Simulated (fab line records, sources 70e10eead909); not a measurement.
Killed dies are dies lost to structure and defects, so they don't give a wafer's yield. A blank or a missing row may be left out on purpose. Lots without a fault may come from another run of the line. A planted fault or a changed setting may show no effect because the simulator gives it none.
Chamber matching | flow nand_harc | NHARC_P_M0_STRIP_18 on rie_diel-13: 4 sister chambers
The step strips in N2/H2. 30 wafers are shown with their chamber, then 12 later ones without.

WAFERS WITH THEIR CHAMBER
wafer  | chamber | drypump_motor_current_A (A) | showerhead_plenum_p_Torr (Torr) | oes_product_au (a.u.)
L076.1 | 2       | 6.4                         | 1.98                            | 0.992
L076.3 | 1       | 6.2                         | 1.90                            | 1.004
L076.6 | 0       | 5.0                         | 1.90                            | 1.005
L077.1 | 1       | 6.2                         | 1.90                            | 1.001
L077.5 | 0       | 5.0                         | 1.90                            | 1.013
L077.6 | 3       | 5.5                         | 1.96                            | 1.003
L081.1 | 1       | 6.2                         | 1.90                            | 0.976
L081.2 | 3       | 5.5                         | 1.96                            | 1.008
L081.3 | 2       | 6.4                         | 1.97                            | 0.996
L082.4 | 0       | 5.0                         | 1.90                            | 1.004
L082.5 | 0       | 5.0                         | 1.90                            | 0.999
L082.6 | 3       | 5.5                         | 1.96                            | 1.005
L084.2 | 0       | 5.0                         | 1.90                            | 1.003
L084.3 | 3       | 5.5                         | 1.95                            | 1.015
L084.6 | 0       | 5.0                         | 1.90                            | 1.002
L085.1 | 0       | 5.0                         | 1.90                            | 1.015
L085.4 | 2       | 6.4                         | 1.97                            | 0.996
L085.6 | 1       | 6.3                         | 1.90                            | 0.982
L088.1 | 1       | 6.2                         | 1.89                            | 0.976
L088.2 | 3       | 5.5                         | 1.95                            | 1.016
L088.4 | 3       | 5.5                         | 1.95                            | 1.004
L087.1 | 1       | 6.2                         | 1.89                            | 0.984
L087.3 | 2       | 6.4                         | 1.97                            | 0.983
L087.4 | 3       | 5.6                         | 1.95                            | 1.003
L089.2 | 0       | 5.0                         | 1.90                            | 1.014
L089.3 | 3       | 5.5                         | 1.95                            | 1.011
L089.6 | 2       | 6.4                         | 1.97                            | 1.000
L090.3 | 0       | 5.0                         | 1.90                            | 0.994
L090.5 | 1       | 6.2                         | 1.89                            | 0.971
L090.6 | 0       | 5.0                         | 1.90                            | 0.998

SIGNATURES (means of the wafers above)
reading                  | chamber 0 | chamber 1 | chamber 2 | chamber 3 | scatter within a chamber
drypump_motor_current_A  | 5.000     | 6.214     | 6.400     | 5.513     | 0.0258
showerhead_plenum_p_Torr | 1.9000    | 1.8957    | 1.9720    | 1.9537    | 0.00411
oes_product_au           | 1.00470   | 0.98486   | 0.99340   | 1.00812   | 0.00835
Rule: a wafer's distance from a chamber is the root of the sum, over the readings, of the square of ((its reading less the chamber's mean) divided by the reading's scatter). The wafer belongs to the nearest chamber; if the next one is less than 2 further off, it can't be placed. The scatter: the root of (the sum of the squares of (reading less its chamber's mean) over the shown wafers, divided by (wafers less chambers)).

WAFERS WITHOUT THEIR CHAMBER
wafer  | drypump_motor_current_A (A) | showerhead_plenum_p_Torr (Torr) | oes_product_au (a.u.)
L091.1 | 6.2                         | 1.89                            | 0.988
L091.4 | 6.4                         | 1.97                            | 0.993
L091.6 | 6.4                         | 1.97                            | 0.994
L093.1 | 6.3                         | 1.89                            | 0.969
L093.4 | 5.5                         | 1.95                            | 1.009
L093.5 | 6.2                         | 1.89                            | 0.981
L094.1 | 6.4                         | 1.97                            | 0.984
L094.3 | 5.0                         | 1.90                            | 1.006
L094.5 | 6.4                         | 1.97                            | 0.984
L097.2 | 6.2                         | 1.89                            | 0.986
L097.3 | 6.5                         | 1.96                            | 0.976
L097.6 | 6.5                         | 1.96                            | 0.967

WHICH CHAMBER EACH WENT THROUGH
wafer  | from the rows above | in truth
L091.1 | 1                   | 1
L091.4 | 2                   | 2
L091.6 | 2                   | 2
L093.1 | 1                   | 1
L093.4 | 3                   | 3
L093.5 | 1                   | 1
L094.1 | 2                   | 2
L094.3 | 0                   | 0
L094.5 | 2                   | 2
L097.2 | 1                   | 1
L097.3 | 2                   | 2
L097.6 | 2                   | 2
Placed correctly: 12 of 12. Can't be placed from these rows: 0. Placed wrongly: 0.
